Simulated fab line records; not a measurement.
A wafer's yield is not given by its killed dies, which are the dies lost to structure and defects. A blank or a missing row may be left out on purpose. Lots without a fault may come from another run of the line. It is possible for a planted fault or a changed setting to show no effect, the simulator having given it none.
Matching of chambers + flow nandHarc + NHARC_THIN_TSV_DESCUM_14 on rieDiel-05: 4 sister chambers
The step chemistry O2, time 3 s. 16 wafers are shown with their chamber, then 8 later ones without.

== WAFERS, EACH WITH ITS CHAMBER ==
| wafer  | chamber | showerheadPlenumPTorr (Torr) | drypumpMotorCurrentA (A) | rfVppV (V) |
|--------|---------|------------------------------|--------------------------|------------|
| L989.4 | 1       | 1.92                         | 6.8                      | 57.9       |
| L989.5 | 2       | 1.80                         | 6.1                      | 57.1       |
| L989.6 | 1       | 1.92                         | 6.8                      | 57.6       |
| L992.1 | 2       | 1.80                         | 6.1                      | 56.8       |
| L992.3 | 1       | 1.92                         | 6.7                      | 57.7       |
| L992.6 | 0       | 2.05                         | 6.1                      | 60.0       |
| L995.2 | 1       | 1.92                         | 6.8                      | 58.4       |
| L995.3 | 0       | 2.05                         | 6.1                      | 59.2       |
| L995.4 | 3       | 1.82                         | 5.7                      | 58.2       |
| L996.1 | 0       | 2.05                         | 6.1                      | 57.7       |
| L996.3 | 2       | 1.80                         | 6.1                      | 57.8       |
| L996.5 | 1       | 1.92                         | 6.7                      | 58.8       |
| L998.2 | 3       | 1.82                         | 5.7                      | 58.0       |
| L998.3 | 1       | 1.92                         | 6.7                      | 57.5       |
| L998.6 | 1       | 1.92                         | 6.8                      | 58.2       |
| L106.1 | 3       | 1.81                         | 5.7                      | 58.4       |

SIGNATURES (averages over the wafers above)
| reading               | chamber 0 | chamber 1 | chamber 2 | chamber 3 | scatter within a chamber |
|-----------------------|-----------|-----------|-----------|-----------|--------------------------|
| showerheadPlenumPTorr | 2.0500    | 1.9200    | 1.8000    | 1.8167    | 0.00236                  |
| drypumpMotorCurrentA  | 6.100     | 6.757     | 6.100     | 5.700     | 0.0378                   |
| rfVppV                | 58.967    | 58.014    | 57.233    | 58.200    | 0.625                    |
Rule: distance of a wafer from a chamber = root of the sum over the readings of ((wafer's reading minus chamber's mean) / reading's scatter) squared. The wafer belongs to the nearest chamber; if the next one is less than 2 further off, it can't be placed. How the scatter is found: for the shown wafers, subtract from each reading the mean of its chamber, square and add these, divide the total by (wafers less chambers), then take the root.

== WAFERS WITH NO CHAMBER GIVEN ==
| wafer  | showerheadPlenumPTorr (Torr) | drypumpMotorCurrentA (A) | rfVppV (V) |
|--------|------------------------------|--------------------------|------------|
| L106.3 | 1.92                         | 6.7                      | 59.6       |
| L106.5 | 1.80                         | 6.1                      | 57.6       |
| L107.1 | 2.05                         | 6.0                      | 58.5       |
| L107.2 | 1.81                         | 5.8                      | 58.6       |
| L107.4 | 1.92                         | 6.8                      | 57.2       |
| L111.1 | 1.81                         | 5.8                      | 58.0       |
| L111.3 | 1.80                         | 6.1                      | 57.4       |
| L111.4 | 2.05                         | 6.1                      | 56.7       |

== THE CHAMBER EACH PASSED THROUGH ==
| wafer  | from the rows above | in truth |
|--------|---------------------|----------|
| L106.3 | 1                   | 1        |
| L106.5 | 2                   | 2        |
| L107.1 | 0                   | 0        |
| L107.2 | 3                   | 3        |
| L107.4 | 1                   | 1        |
| L111.1 | 3                   | 3        |
| L111.3 | 2                   | 2        |
| L111.4 | 0                   | 0        |
Correctly placed: 8 of 8. From these rows, 0 cannot be placed. Wrongly placed: 0.
